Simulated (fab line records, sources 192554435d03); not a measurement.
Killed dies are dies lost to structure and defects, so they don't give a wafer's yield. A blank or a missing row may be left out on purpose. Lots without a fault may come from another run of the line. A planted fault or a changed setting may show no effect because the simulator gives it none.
fab line records | flow n5_finfet
record lots=5 wafers=14 last_day=18
route steps=1938 shown MOL_CONTACT_COAG@574 BEOL_M4@1111 PASSIVATION@1936
lots that met no fault: from a run of the same line without faults
start_h: hours from the record's first day to the start of the lot's first wafer shown | wait_h: hours since the lot's step before | " the same as in the row above | L1.1+2: a row that stands for several wafers | - no value, or no start given | * or withheld: withheld | < > ~ a bound
route shown NAME@n: a module of which the file shows steps, and the number in the route of the first | usual: mean/standard deviation of fault-free wafers | same: alike in all rows | chamber/n: place in a boat | sites: the reading at each site | _std_site: their standard deviation | _edge_site: outer sites' mean less inner sites' | radius_mm: how far each site lies from the wafer's centre | mask NAME#n: copy n | behind: the tool/chamber that last shaped the wafer | hold: why the lot was held/for how many hours/how that ended | device: the transistor (n, p or np) that didn't switch | end of line: the same wafers' tests at the end of the route | a step without rows: its recipe alone | killed: dies lost to structure and defects at the first sort, not the wafer's yield | map: a wafer's dies, x killed, . not, _ none there
set.NAME: the setting as run; set.NAME@STEP: as run at that earlier step | model.NAME: the simulator's own value behind a step, which no gauge read
lots at some steps of the route; a table a step, a row a wafer
services: from which hour (start_h, from the record's first day; less than 0 if before it) a tool's chamber was out of use, for how many hours, and why
## steps
# step N5_MOL_CONTACT_COAG_OVL_MEAS_85
# recipe points_per_wafer=522
# usual VG_OVL=0.1/0.84
# columns lot.wafer tool chamber start_h wait_h VG_OVL[nm]
L556.3 overlay-02 0 112.38 0.0 0.9
L556.4 " 0 " " 1.5
L556.6 " 0 " " 0.9
L562.2 overlay-01 0 144.64 0.0 0.2
L562.3 " 0 " " 1.7
L562.4 " 0 " " 0.7
L573.1 overlay-02 0 212.83 0.0 0.6
L573.5 " 0 " " 0.4
L576.1 overlay-02 0 233.81 0.0 -0.3
L576.3 " 0 " " 0.5
L576.5 " 0 " " 0.0
L577.1 overlay-02 0 238.88 0.0 -0.1
L577.2 " 0 " " -0.1
L577.3 " 0 " " -1.0
# step N5_MOL_CONTACT_COAG_INSPECT_57
# recipe mode=adi inspect_instrument=brightfield
# usual raw_defect_count=182/51
# columns lot.wafer tool chamber start_h wait_h raw_defect_count
L556.3 defect_inspect-01 - 112.43 0.0 138
L556.4 " - " " 160
L556.6 " - " " 254
L562.2 defect_inspect-01 - 144.69 0.0 227
L562.3 " - " " 129
L562.4 " - " " 207
L573.1 defect_inspect-02 - 212.89 0.1 190
L573.5 " - " " 218
L576.1 defect_inspect-02 - 233.87 0.1 147
L576.3 " - " " 155
L576.5 " - " " 294
L577.1 defect_inspect-01 - 238.93 0.1 160
L577.2 " - " " 122
L577.3 " - " " 200
# step N5_MOL_CONTACT_COAG_DESCUM_88
# recipe chemistry=O2 time_s=7 source_power_w=50 bias_power_w=20 pressure_mtorr=20 rf_frequency_hz=2.712e+07 temp_c=40 resist=CAR-EUV o2_flow_sccm=225
# usual bias_power_w=20.00/0.057 drypump_motor_current_A=6.0/0.51 oes_product_au=0.79/0.094 rf_vpp_V=243.7/1.6 showerhead_plenum_p_Torr=2.13/0.083 throttle_valve_pct=20.33/0.26
# columns lot.wafer tool chamber start_h wait_h bias_power_w drypump_motor_current_A oes_product_au rf_hours_counter_h rf_vpp_V showerhead_plenum_p_Torr throttle_valve_pct
L556.3 rie_diel-05 3 112.46 0.0 20.03 6.2 0.72 211 241.5 2.00 20.45
L556.4 " 3 " " 19.98 6.2 0.73 - 242.6 2.00 20.44
L556.6 " 0 " " 20.02 5.6 0.69 - 243.8 2.17 20.75
L562.2 rie_diel-01 0 144.73 0.0 20.03 6.8 0.74 154 244.4 2.09 20.49
L562.3 " 3 " " 20.06 5.1 0.87 42 242.8 2.03 19.95
L562.4 " 2 " " 19.97 4.9 0.72 181 240.9 2.00 20.45
L573.1 rie_diel-05 3 212.99 0.1 20.07 6.2 0.70 246 242.1 1.99 20.49
L573.5 " 2 " " 20.00 5.6 0.72 - 244.0 2.16 20.66
L576.1 rie_diel-05 1 233.90 0.0 19.87 6.5 0.68 225 243.9 2.05 20.00
L576.3 " 2 " " 19.98 5.5 0.71 210 243.6 2.16 20.70
L576.5 " 2 " " 19.99 5.6 0.70 - 245.1 2.16 20.69
L577.1 rie_diel-02 3 239.01 0.1 20.03 6.0 0.90 52 245.8 2.23 20.59
L577.2 " 0 " " 20.02 6.3 0.69 225 243.1 2.14 20.09
L577.3 " 2 " " 19.92 5.7 0.79 107 243.1 2.10 20.38
# step N5_MOL_CONTACT_COAG_ETCH_89
# recipe chemistry=N2/H2 target=underlayer target_depth_a=130 mask_material=CAR-EUV time_s=10.4 ion_energy_ev=200 pressure_mtorr=30 source_w=840 bias_w=150 n2_flow_sccm=200 h2_flow_sccm=200 ends=cleared
# usual bias_w=150.0/0.45 drypump_motor_current_A=6.0/0.51 etch_rf_on_time_s=10.34/0.25 oes_product_au=0.68/0.08 rf_vpp_V=525.0/2.9 showerhead_plenum_p_Torr=2.59/0.098 throttle_valve_pct=17.78/0.22
# columns lot.wafer tool chamber start_h wait_h bias_w drypump_motor_current_A etch_rf_on_time_s oes_product_au rf_hours_counter_h rf_vpp_V showerhead_plenum_p_Torr throttle_valve_pct
L556.3 rie_diel-05 3 112.50 0.0 149.7 6.2 9.94 0.62 211 519.6 2.41 17.80
L556.4 " 3 " " 150.3 6.2 9.87 0.63 - 520.9 2.41 17.81
L556.6 " 0 " " 150.5 5.6 10.42 0.60 - 526.7 2.60 18.03
L562.2 rie_diel-01 0 144.76 0.0 150.2 6.8 10.76 0.63 155 523.5 2.53 17.80
L562.3 " 3 " " 150.2 5.1 10.20 0.74 42 521.9 2.49 17.49
L562.4 " 2 " " 150.8 4.9 10.78 0.61 181 519.9 2.43 17.93
L573.1 rie_diel-05 3 213.03 0.0 150.1 6.2 9.76 0.61 246 521.3 2.39 17.86
L573.5 " 2 " " 150.1 5.6 10.68 0.60 - 527.1 2.63 18.15
L576.1 rie_diel-05 1 233.94 0.0 149.3 6.5 10.50 0.59 225 521.8 2.52 17.61
L576.3 " 2 " " 149.8 5.6 10.68 0.59 210 526.1 2.62 18.16
L576.5 " 2 " " 150.1 5.6 10.76 0.59 - 526.1 2.62 18.16
L577.1 rie_diel-02 3 239.04 0.0 150.2 6.0 10.15 0.75 52 527.4 2.68 17.76
L577.2 " 0 " " 149.7 6.2 10.31 0.59 225 524.0 2.61 17.59
L577.3 " 2 " " 149.7 5.7 10.18 0.67 107 524.7 2.57 18.08
# step N5_MOL_CONTACT_COAG_ETCH_90
# recipe chemistry=CF4 target=SiARC target_depth_a=130 mask_material=CAR-EUV time_s=21.7 ion_energy_ev=80 pressure_mtorr=40 source_w=545 bias_w=36 Ar_flow_sccm=100 cf4_flow_sccm=100 ends=cleared
# usual bias_w=36.01/0.11 drypump_motor_current_A=6.0/0.51 etch_rf_on_time_s=21.6/0.51 mfc_ar_sccm=100.0/0.32 oes_product_au=0.68/0.08 rf_vpp_V=184.6/1.3 showerhead_plenum_p_Torr=2.18/0.083 throttle_valve_pct=15.53/0.18
# columns lot.wafer tool chamber start_h wait_h bias_w drypump_motor_current_A etch_rf_on_time_s mfc_ar_sccm oes_product_au rf_hours_counter_h rf_vpp_V showerhead_plenum_p_Torr throttle_valve_pct
L556.3 rie_diel-05 3 112.52 0.0 36.11 6.2 20.5 100.2 0.63 211 180.8 2.04 15.58
L556.4 " 3 " " 35.83 6.2 20.6 99.6 0.62 - 183.2 2.04 15.59
L556.6 " 0 " " 35.92 5.7 21.8 100.0 0.60 - 184.6 2.21 15.94
L562.2 rie_diel-01 0 144.78 0.0 36.07 6.8 22.2 100.1 0.63 155 184.2 2.15 15.72
L562.3 " 3 " " 36.17 5.1 21.3 99.7 0.74 42 183.9 2.11 15.35
L562.4 " 2 " " 35.83 4.9 22.1 100.0 0.61 181 184.3 2.05 15.59
L573.1 rie_diel-05 3 213.05 0.0 35.97 6.2 20.6 99.8 0.62 246 184.1 2.03 15.66
L573.5 " 2 " " 35.88 5.6 22.3 100.7 0.60 - 183.8 2.21 15.83
L576.1 rie_diel-05 1 233.96 0.0 36.06 6.5 21.6 99.6 0.60 225 183.1 2.11 15.34
L576.3 " 2 " " 36.09 5.6 22.0 99.4 0.59 210 185.1 2.21 15.86
L576.5 " 2 " " 35.99 5.6 22.2 99.7 0.59 - 184.4 2.21 15.85
L577.1 rie_diel-02 3 239.06 0.0 35.68 6.0 21.1 100.1 0.76 52 185.1 2.28 15.68
L577.2 " 0 " " 36.08 6.2 21.7 100.3 0.59 225 183.7 2.21 15.45
L577.3 " 2 " " 35.96 5.7 21.3 99.7 0.68 107 184.5 2.14 15.55
# step N5_MOL_CONTACT_COAG_ALD_131
# recipe material=SiO2 target_thk_a=50 temp_c=100 ald_precursor_family=BDEAS ald_co_reactant=O2-plasma pulse_time_s=1 co_reactant_pulse_time_s=1 purge_time_s=2 co_reactant_purge_time_s=2 ald_cycles=35 pressure_torr=2
# usual heater_power_w=77/6.4 precursor_pulse_height_rel=0.997/0.021
# same co_reactant_pulse_time_s=1
# columns lot.wafer tool chamber start_h wait_h heater_power_w precursor_pulse_height_rel
L556.3 ald_sin-03 3 112.60 0.1 77 0.982
L556.4 " 2 " " 75 1.021
L556.6 " 3 " " 76 1.019
L562.2 ald_sin-02 3 144.86 0.1 76 1.024
L562.3 " 0 " " 70 0.970
L562.4 " 1 " " 72 1.028
L573.1 ald_sin-04 3 213.13 0.1 95 0.997
L573.5 " 1 " " 82 0.992
L576.1 ald_sin-04 0 234.04 0.1 72 0.990
L576.3 " 1 " " 81 1.006
L576.5 " 0 " " 70 1.033
L577.1 ald_sin-02 3 239.14 0.1 76 0.965
L577.2 " 2 " " 71 1.032
L577.3 " 1 " " 73 1.018
# step N5_MOL_CONTACT_COAG_ETCHBACK_132
# recipe chemistry=CHF3 target=SiO2 target_depth_a=100 time_s=6.7 ion_energy_ev=200 pressure_mtorr=30 source_w=610 bias_w=170 Ar_flow_sccm=200 CHF3_flow_sccm=50
# usual bias_w=170.0/0.51 drypump_motor_current_A=6.0/0.49 mfc_ar_sccm=200.0/0.58 oes_product_au=0.80/0.092 rf_vpp_V=526/8.6 showerhead_plenum_p_Torr=2.43/0.084 throttle_valve_pct=18.62/0.21
# columns lot.wafer tool chamber start_h wait_h bias_w drypump_motor_current_A mfc_ar_sccm oes_product_au rf_hours_counter_h rf_vpp_V showerhead_plenum_p_Torr throttle_valve_pct
L556.3 rie_diel-02 0 112.83 0.2 170.0 6.2 200.5 0.72 183 534 2.46 18.41
L556.4 " 0 " " 169.8 6.2 200.3 0.72 - 535 2.46 18.42
L556.6 " 2 " " 170.5 5.7 200.5 0.84 - 530 2.40 18.57
L562.2 rie_diel-02 1 145.06 0.1 170.0 6.5 200.3 0.93 10 533 2.52 18.28
L562.3 " 3 " " 169.9 6.0 199.3 0.94 21 516 2.54 18.78
L562.4 " 2 " " 169.7 5.7 199.8 0.82 74 530 2.39 18.60
L573.1 rie_diel-02 2 213.41 0.2 170.2 5.7 200.0 0.80 99 529 2.38 18.65
L573.5 " 3 " " 169.3 6.0 199.8 0.89 - 517 2.53 18.79
L576.1 rie_diel-01 3 234.32 0.2 169.9 5.1 200.9 0.82 71 513 2.34 18.56
L576.3 " 0 " " 170.2 6.8 199.6 0.72 188 533 2.38 18.90
L576.5 " 3 " " 170.4 5.1 199.9 0.82 - 513 2.34 18.54
L577.1 rie_diel-05 0 239.35 0.1 169.9 5.6 200.5 1.00 5 538 2.45 18.75
L577.2 " 2 " " 170.2 5.6 200.0 0.69 212 520 2.47 19.02
L577.3 " 1 " " 170.3 6.5 200.4 0.69 227 532 2.34 18.40
# step N5_MOL_CONTACT_COAG_ETCH_91
# recipe chemistry=N2/H2 target=SOC target_depth_a=600 overetch_a=210 mask_material=SiARC temp_c=40 time_s=101.2 ion_energy_ev=200 pressure_mtorr=30 source_w=840 bias_w=150 n2_flow_sccm=200 h2_flow_sccm=200
# step N5_MOL_CONTACT_COAG_STRIP_92
# recipe chemistry=N2/H2 temp_c=40 n2_flow_sccm=200 h2_flow_sccm=200 rf_frequency_hz=6e+07
# step N5_MOL_CONTACT_COAG_STRIP_93
# recipe chemistry=N2/H2 temp_c=40 n2_flow_sccm=200 h2_flow_sccm=200 rf_frequency_hz=6e+07
# step N5_MOL_CONTACT_COAG_ETCHBACK_135
# recipe chemistry=CHF3 target=SiO2 target_depth_a=250 time_s=16.7 ion_energy_ev=200 pressure_mtorr=30 source_w=610 bias_w=170 Ar_flow_sccm=200 CHF3_flow_sccm=50
# step N5_MOL_CONTACT_COAG_STRIP_118
# recipe chemistry=CHF3 resist=SiARC rf_frequency_hz=6e+07
# step N5_MOL_CONTACT_COAG_VIA_ETCH_46
# recipe chemistry=C4F6/O2 target_depth_a=460 overetch_a=92 mask_material=SOC target=SiO2 bias_w=455 pressure_mtorr=10 time_s=40 source_w=325 Ar_flow_sccm=300 C4F6_flow_sccm=10 O2_flow_sccm=10 ion_energy_ev=575.3 ends=end_point
# usual C4F6_flow_sccm=10.00/0.032 bias_w=454.7/1.4 drypump_motor_current_A=6.0/0.48 mfc_ar_sccm=299.9/0.91 oes_product_au=0.72/0.079 rf_vpp_V=1593/24 showerhead_plenum_p_Torr=2.90/0.1 throttle_valve_pct=40.9/0.48
# columns lot.wafer tool chamber start_h wait_h C4F6_flow_sccm bias_w drypump_motor_current_A mfc_ar_sccm oes_product_au rf_hours_counter_h rf_vpp_V showerhead_plenum_p_Torr throttle_valve_pct model.SOC_of_MOL_CONTACT_COAG_COAT_75.thk_nm
L556.3 rie_diel-02 0 112.98 0.0 9.98 457.1 6.2 299.0 0.64 183 1615 2.93 40.6 50.6
L556.4 " 0 " " 9.97 456.1 6.2 300.1 0.65 - 1616 2.93 40.7 50.8
L556.6 " 2 " " 10.02 452.8 5.6 301.4 0.74 - 1604 2.86 40.8 50.6
L562.2 rie_diel-02 1 145.22 0.0 10.00 453.5 6.5 299.4 0.84 10 1608 3.01 40.3 50.6
L562.3 " 3 " " 10.01 455.5 5.9 300.3 0.82 22 1566 3.03 41.4 50.4
L562.4 " 2 " " 9.96 455.6 5.7 301.4 0.74 74 1604 2.85 40.8 50.6
L573.1 rie_diel-02 2 213.57 0.0 10.00 454.8 5.7 300.9 0.71 99 1604 2.84 40.8 50.6
L573.5 " 3 " " 9.98 452.9 6.0 300.6 0.81 - 1566 3.02 41.4 51.2
L576.1 rie_diel-01 3 234.48 0.0 10.02 453.3 5.1 300.1 0.73 71 1559 2.79 40.6 50.6
L576.3 " 0 " " 9.99 453.3 6.8 300.1 0.66 188 1616 2.85 41.7 50.8
L576.5 " 3 " " 10.04 454.7 5.1 300.4 0.75 - 1558 2.79 40.6 50.6
L577.1 rie_diel-05 0 239.51 0.0 9.96 456.2 5.6 298.4 0.88 6 1625 2.92 41.6 50.2
L577.2 " 2 " " 10.03 456.9 5.6 299.8 0.63 212 1572 2.94 41.8 51.2
L577.3 " 1 " " 10.00 451.6 6.5 297.3 0.62 227 1608 2.79 40.3 51
# step N5_MOL_CONTACT_COAG_STRIP_96
# recipe chemistry=N2/H2 power_w=500 temp_c=40 pressure_mtorr=50 rf_frequency_hz=6e+07 overash_fraction=0.3 bias_power_w=28 h2_frac=0.5 n2_flow_sccm=300 h2_flow_sccm=300
# step N5_BEOL_M4_RC_MEAS_101
# usual DIBL_N=36.3/1.8 DIBL_P=36.5/2.1 IOFF_N=0.16/0.031 IOFF_P=0.22/0.038 ION_N=677/12 ION_P=466/7.8 SS_N=71.5/0.61 SS_P=73.2/0.7 VT_N=249/3 VT_P=-248.9/3
# columns lot.wafer tool chamber start_h wait_h DIBL_N[mV/V] DIBL_P[mV/V] IOFF_N[nA/um] IOFF_P[nA/um] ION_N[uA/um] ION_P[uA/um] SS_N[mV/dec] SS_P[mV/dec] VT_N[mV] VT_P[mV]
L556.3 prober-02 0 200.55 0.3 36.8 36.6 0.17 0.21 687 467 72.1 72.2 249 -249.6
L556.4 " 0 " " 37.7 38.0 0.19 0.23 686 461 72.6 72.2 247 -247.9
L556.6 " 0 " " 35.1 34.8 0.15 0.18 679 466 71.0 72.4 248 -252.8
L562.2 prober-02 0 226.26 0.2 36.9 37.8 0.15 0.19 671 463 71.3 73.4 252 -254.9
L562.3 " 0 " " 36.9 37.2 0.15 0.20 669 459 71.2 73.2 252 -253.2
L562.4 " 0 " " 36.4 36.7 0.15 0.18 677 463 70.9 73.2 249 -254.6
L573.1 prober-01 0 284.31 0.0 34.4 34.3 0.12 0.17 670 462 70.5 73.1 252 -252.8
L573.5 " 0 " " 37.2 37.7 0.17 0.21 685 466 71.8 73.5 246 -250.0
L577.1 prober-01 0 312.93 0.0 35.7 36.9 0.17 0.24 669 463 72.0 73.1 249 -246.4
L577.2 " 0 " " 36.8 38.0 0.19 0.24 678 459 71.6 73.5 246 -250.0
L577.3 " 0 " " 34.5 36.0 0.16 0.22 679 471 71.5 72.5 246 -245.6
L576.1 prober-01 0 316.30 0.0 35.0 35.3 0.14 0.22 685 479 71.6 73.0 251 -248.2
L576.3 " 0 " " 36.7 37.8 0.17 0.25 675 471 71.2 73.9 249 -245.9
L576.5 " 0 " " 34.5 35.2 0.14 0.21 689 477 71.6 72.5 250 -250.0
# step N5_PASSIVATION_PROBE_49
# usual defect_limited_yield=91.2/1.5 killed_at_M0_to_M3=33/9.6 killed_at_M4_up=14/5.6 killed_at_contacts=14/5.5 killed_at_front_end=40/13 killed_at_other=4/3 killed_dies=104/17 killed_open=68/13 killed_short=33/7.2 sort_bin_5_function=5.2/0.95 sort_bin_6_memory=3.3/0.62 sort_n_pass=1076/17 sort_yield_pct=91.2/1.5
# same gross_dies=1180 killed_at_back_side=0 sort_bin_4_leakage[%]=0 sort_bin_8_speed[%]=0
# columns lot.wafer tool chamber start_h wait_h defect_limited_yield[%] killed_at_M0_to_M3 killed_at_M4_up killed_at_contacts killed_at_front_end killed_at_other killed_dies killed_open killed_short sort_bin_5_function[%] sort_bin_6_memory[%] sort_n_pass sort_yield_pct[%]
L573.5 prober-01 - 400.27 0.2 89.1 49 11 12 55 2 129 78 45 6.5 4.1 1051 89.1
# killed by level:class
L573.5 BEOL_M0_SAQP:geometric_particle:open=16 FIN_SAQP:geometric_particle:short=15 BEOL_M0_SAQP:geometric_particle:short=12 STI_FIN_REVEAL:geometric_particle:open=9 DUMMY_GATE:geometric_particle:open=9 BEOL_M2:geometric_particle:open=8 FIN_SAQP:geometric_particle:open=7 MOL_CONTACT_COAG:geometric_particle:open=7
## services
# columns tool chamber start_h hours kind
rie_diel-02 1 90.78 3.3 repair
rie_diel-02 1 94.14 - clean
rie_diel-02 1 94.14 - consumable_replace:focus_ring
rie_diel-02 1 94.14 - consumable_replace:showerhead
rie_diel-02 1 94.14 24.2 scheduled_down
rie_diel-02 1 94.14 24.2 vent_cycle
rie_diel-05 2 107.24 8.5 repair
ald_sin-02 - 122.50 0.9 repair
rie_diel-01 3 165.61 6.2 repair
ald_sin-03 - 178.89 14.0 pm
ald_sin-03 - 197.04 1.2 repair
rie_diel-01 1 200.33 1.6 repair
rie_diel-05 0 203.00 - clean
rie_diel-05 0 203.00 - consumable_replace:focus_ring
rie_diel-05 0 203.00 22.6 scheduled_down
rie_diel-05 0 203.00 22.6 vent_cycle
ald_sin-03 - 212.50 1.6 repair
rie_diel-05 3 226.02 - clean
rie_diel-05 3 226.02 - consumable_replace:focus_ring
rie_diel-05 3 226.02 - consumable_replace:showerhead
rie_diel-05 3 226.02 24.8 scheduled_down
rie_diel-05 3 226.02 24.8 vent_cycle
ald_sin-03 - 231.84 14.6 pm
ald_sin-04 2 235.80 1.5 repair
## key
first_sign none at tools or gauges
model_effect step=N5_MOL_CONTACT_COAG_VIA_ETCH_46 value=SOC_of_MOL_CONTACT_COAG_COAT_75.thk_nm without=50.4 struck=51.2
met_at N5_MOL_CONTACT_COAG_VIA_ETCH_46
struck_wafers L573.5
onset_between 145.22 213.57
fault kind=process_parameter_drift tool=rie_diel-02 chamber=- onset_h=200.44 steps=N5_MOL_CONTACT_COAG_VIA_ETCH_46 channel=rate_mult offset=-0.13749 shape=step end_h=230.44 scope=struck_wafers_only
